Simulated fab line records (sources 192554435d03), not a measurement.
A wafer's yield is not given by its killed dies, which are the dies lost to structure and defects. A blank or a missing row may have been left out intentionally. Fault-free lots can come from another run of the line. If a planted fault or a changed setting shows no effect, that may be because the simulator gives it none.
Which of the tools did it? ; flow n5_finfet ; 29 wafers from 10 lots sampled at 5 of the route's 1938 steps

WHAT THE GAUGES SHOWED, per wafer
The record lacks any reading of a measuring or inspecting step that a usual standard deviation could be used to judge.

WHICH TOOL RAN EACH LOT (tool, then ch and the chambers of the sampled wafers, then the start)
lot;N5_BEOL_M15_VIA_ETCH_16;N5_BEOL_M15_DESCUM_33;N5_BEOL_M15_STRIP_36;N5_PASSIVATION_SPUTTER_20;N5_PASSIVATION_PROBE_49
L752;rie_diel-05 ch 0,1, day 12 11:27;rie_diel-02 ch 1,3, day 12 12:58;rie_diel-05 ch 1,2, day 12 15:34;pvd_sputter-01, day 13 04:05;-
L754;rie_diel-02 ch 1,2,3, day 13 08:57;rie_diel-02 ch 1,3, day 13 10:32;rie_diel-03 ch 0,1,3, day 13 11:47;pvd_sputter-01, day 13 21:48;-
L753;rie_diel-05 ch 1,2, day 13 14:36;rie_diel-03 ch 1,2, day 13 16:19;rie_diel-05 ch 0,2,3, day 13 16:38;pvd_sputter-03, day 14 04:40;-
L755;rie_diel-03 ch 0,1,2, day 14 06:29;rie_diel-02 ch 0,1,3, day 14 07:52;rie_diel-03 ch 0,1,3, day 14 09:43;pvd_sputter-01, day 14 23:02;-
L760;rie_diel-02 ch 2,3, day 16 17:17;rie_diel-03 ch 1,2, day 16 19:07;rie_diel-02 ch 1,3, day 16 21:55;pvd_sputter-02, day 17 07:19;-
L761;rie_diel-03 ch 0,2,3, day 16 17:29;rie_diel-05 ch 0,2,3, day 16 19:10;rie_diel-05 ch 0,3, day 16 22:05;pvd_sputter-01, day 17 09:55;-
L762;rie_diel-05 ch 2, day 17 01:29;rie_diel-02 ch 0,1, day 17 03:07;rie_diel-02 ch 0,2, day 17 04:14;pvd_sputter-01, day 17 14:51;prober-02, day 17 20:28
L770;rie_diel-05 ch 0,1,2, day 17 22:56;rie_diel-05 ch 0,1,3, day 18 00:26;rie_diel-03 ch 1,2,3, day 18 01:22;pvd_sputter-03, day 18 10:06;-
L767;rie_diel-03 ch 0,2, day 17 23:13;rie_diel-05 ch 0,2, day 18 00:46;rie_diel-05 ch 0,1,3, day 18 02:27;pvd_sputter-01, day 18 20:13;prober-02, day 19 02:43
L771;rie_diel-05 ch 0,1,2, day 18 22:15;rie_diel-03 ch 1,3, day 19 00:02;rie_diel-02 ch 0,2,3, day 19 02:46;pvd_sputter-03, day 19 12:50;-
- N5_BEOL_M15_VIA_ETCH_16: etches SiO2 in C4F8/O2/Ar, target depth 1792.2 nm.
- N5_BEOL_M15_DESCUM_33: chemistry O2, time 7.9 s.
- N5_BEOL_M15_STRIP_36: strips in O2.
- N5_PASSIVATION_SPUTTER_20: material TaN, target thk 50 nm.
- N5_PASSIVATION_PROBE_49

WHAT THE TOOLS THEMSELVES READ (means of the sampled wafers that have a number; where no wafer has one, the mark that the record gives instead)
N5_BEOL_M15_VIA_ETCH_16. Usual: drypump_motor_current_A 5.6 A, standard deviation 0.45; oes_ar_750_au 0.82 a.u., standard deviation 0.091; oes_product_au 0.74 a.u., standard deviation 0.088; rf_vpp_V 2246 V, standard deviation 24; showerhead_plenum_p_Torr 3.47 Torr, standard deviation 0.12; throttle_valve_pct 30.68 %, standard deviation 0.26.
lot;tool;drypump_motor_current_A (A);oes_ar_750_au (a.u.);oes_product_au (a.u.);rf_vpp_V (V);showerhead_plenum_p_Torr (Torr);throttle_valve_pct (%);flag
L752;rie_diel-05;5.5;0.85;0.78;2250;3.54;30.71;
L754;rie_diel-02;6.0;0.72;0.65;2231;3.37;30.81;
L753;rie_diel-05;5.5;0.85;0.78;2266;3.64;30.73;
L755;rie_diel-03;5.7;0.83;0.75;2250;3.46;30.54;
L760;rie_diel-02;5.7;0.68;0.61;2232;3.42;30.58;
L761;rie_diel-03;5.3;0.88;0.80;2269;3.49;30.58;
L762;rie_diel-05;5.6;0.90;0.80;2256;3.64;30.76;
L770;rie_diel-05;5.5;0.84;0.77;2242;3.53;30.75;
L767;rie_diel-03;5.3;0.93;0.84;2266;3.49;30.39;
L771;rie_diel-05;5.5;0.83;0.76;2242;3.53;30.74;

N5_BEOL_M15_DESCUM_33. Usual: drypump_motor_current_A 5.6 A, standard deviation 0.5; oes_product_au 0.82 a.u., standard deviation 0.095; rf_vpp_V 243.5 V, standard deviation 1.4; showerhead_plenum_p_Torr 2.11 Torr, standard deviation 0.075; throttle_valve_pct 20.24 %, standard deviation 0.27.
lot;tool;drypump_motor_current_A (A);oes_product_au (a.u.);rf_vpp_V (V);showerhead_plenum_p_Torr (Torr);throttle_valve_pct (%);flag
L752;rie_diel-02;6.3;0.73;241.4;2.00;20.54;
L754;rie_diel-02;6.3;0.73;241.9;2.00;20.57;
L753;rie_diel-03;5.9;0.92;243.6;2.09;19.92;
L755;rie_diel-02;5.8;0.78;242.0;2.04;20.28;
L760;rie_diel-03;5.9;0.88;243.6;2.09;19.96;
L761;rie_diel-05;5.4;0.91;244.1;2.15;20.35;
L762;rie_diel-02;5.7;0.81;242.2;2.07;20.23;
L770;rie_diel-05;5.3;0.85;244.2;2.12;20.29;
L767;rie_diel-05;5.6;0.88;244.1;2.18;20.43;
L771;rie_diel-03;5.6;0.78;243.4;2.06;20.16;

N5_BEOL_M15_STRIP_36. Usual: drypump_motor_current_A 5.6 A, standard deviation 0.45; oes_product_au 0.84 a.u., standard deviation 0.097; rf_vpp_V 3.6 V, standard deviation 0.96; showerhead_plenum_p_Torr 2.12 Torr, standard deviation 0.078; throttle_valve_pct 16.51 %, standard deviation 0.25.
lot;tool;drypump_motor_current_A (A);oes_product_au (a.u.);rf_vpp_V (V);showerhead_plenum_p_Torr (Torr);throttle_valve_pct (%);flag
L752;rie_diel-05;5.5;0.87;2.9;2.22;16.43;
L754;rie_diel-03;5.6;0.79;4.1;2.10;16.45;
L753;rie_diel-05;5.4;0.96;3.9;2.16;16.51;
L755;rie_diel-03;5.5;0.79;4.7;2.10;16.45;
L760;rie_diel-02;6.3;0.70;3.6;1.99;16.89;
L761;rie_diel-05;5.1;0.90;3.2;2.11;16.47;
L762;rie_diel-02;5.2;0.80;5.1;2.16;16.41;
L770;rie_diel-03;5.7;0.83;3.4;2.08;16.33;
L767;rie_diel-05;5.3;0.84;2.6;2.13;16.52;
L771;rie_diel-02;5.5;0.93;3.8;2.17;16.25;

N5_PASSIVATION_SPUTTER_20. Usual: chamber_pressure_pa 0.4000 Pa, standard deviation 0.00071; throttle_valve_pct 29.8 %, standard deviation 0.81.
lot;tool;chamber_pressure_pa (Pa);throttle_valve_pct (%);flag
L752;pvd_sputter-01;0.4000;30.3;
L754;pvd_sputter-01;0.3998;30.4;
L753;pvd_sputter-03;0.3995;29.8;
L755;pvd_sputter-01;0.4000;29.6;
L760;pvd_sputter-02;0.3998;29.8;
L761;pvd_sputter-01;0.3997;30.2;
L762;pvd_sputter-01;0.4002;28.2;
L770;pvd_sputter-03;0.3998;29.5;
L767;pvd_sputter-01;0.3997;29.8;
L771;pvd_sputter-03;0.4005;29.6;

N5_PASSIVATION_PROBE_49. Usual: defect_limited_yield 91.3 %, standard deviation 1.4; killed_at_M0_to_M3 34, standard deviation 10; killed_at_M4_up 14, standard deviation 5.5; killed_at_contacts 12, standard deviation 6; killed_at_front_end 40, standard deviation 10; killed_at_other 3.0, standard deviation 2.4; killed_dies 103, standard deviation 17; killed_on_rim 13, standard deviation 4.3; killed_open 68, standard deviation 13; killed_short 34, standard deviation 7.8; sort_bin_5_function 5.1 %, standard deviation 0.97; sort_bin_6_memory 3.3 %, standard deviation 0.66; sort_bin_8_speed 0.02 %, standard deviation 0.12; sort_n_pass 1077, standard deviation 17; sort_yield_pct 91.2 %, standard deviation 1.4.
lot;tool;defect_limited_yield (%);killed_at_M0_to_M3;killed_at_M4_up;killed_at_contacts;killed_at_front_end;killed_at_other;killed_dies;killed_on_rim;killed_open;killed_short;sort_bin_5_function (%);sort_bin_6_memory (%);sort_bin_8_speed (%);sort_n_pass;sort_yield_pct (%);flag
L762;prober-02;85.3;34;14;6;33;86.5;174;24;62;26;9.0;3.6;0.00;1006;85.3;OFF
L767;prober-02;85.2;25;10;14;25;100.7;175;23;46;28;8.8;3.3;0.00;1005;85.2;OFF

THE ANSWER, worked out from the rows above alone
Rule: take the mean of a lot's wafers that have a number; if it is more than 3 standard deviations from the usual mean, the lot is off. A lot without any number at a reading at which 4 lots or more have one is off too. Where the step has rows for the other lots, those lots are counted as sound. After the gauges, taken in route order, come the tools' own readings; for these a lot's mean is taken, as printed above. At the first step where some lot is off, the reading lying furthest off is the one used; lots without a number count as furthest.
Off, at N5_PASSIVATION_PROBE_49 on killed_at_other: L762, L767. Neither off nor sound, because the step has no rows for them: L752, L754, L753, L755, L760, L761, L770, L771.
If a tool, at that step or one of the process steps before it, ran each lot that is off and ran no sound lot following the first of them, it fits. This does not decide it: 2 tools fit, namely pvd_sputter-01 at N5_PASSIVATION_SPUTTER_20 and prober-02 at N5_PASSIVATION_PROBE_49.

WHAT THE SIMULATOR HAD PUT IN
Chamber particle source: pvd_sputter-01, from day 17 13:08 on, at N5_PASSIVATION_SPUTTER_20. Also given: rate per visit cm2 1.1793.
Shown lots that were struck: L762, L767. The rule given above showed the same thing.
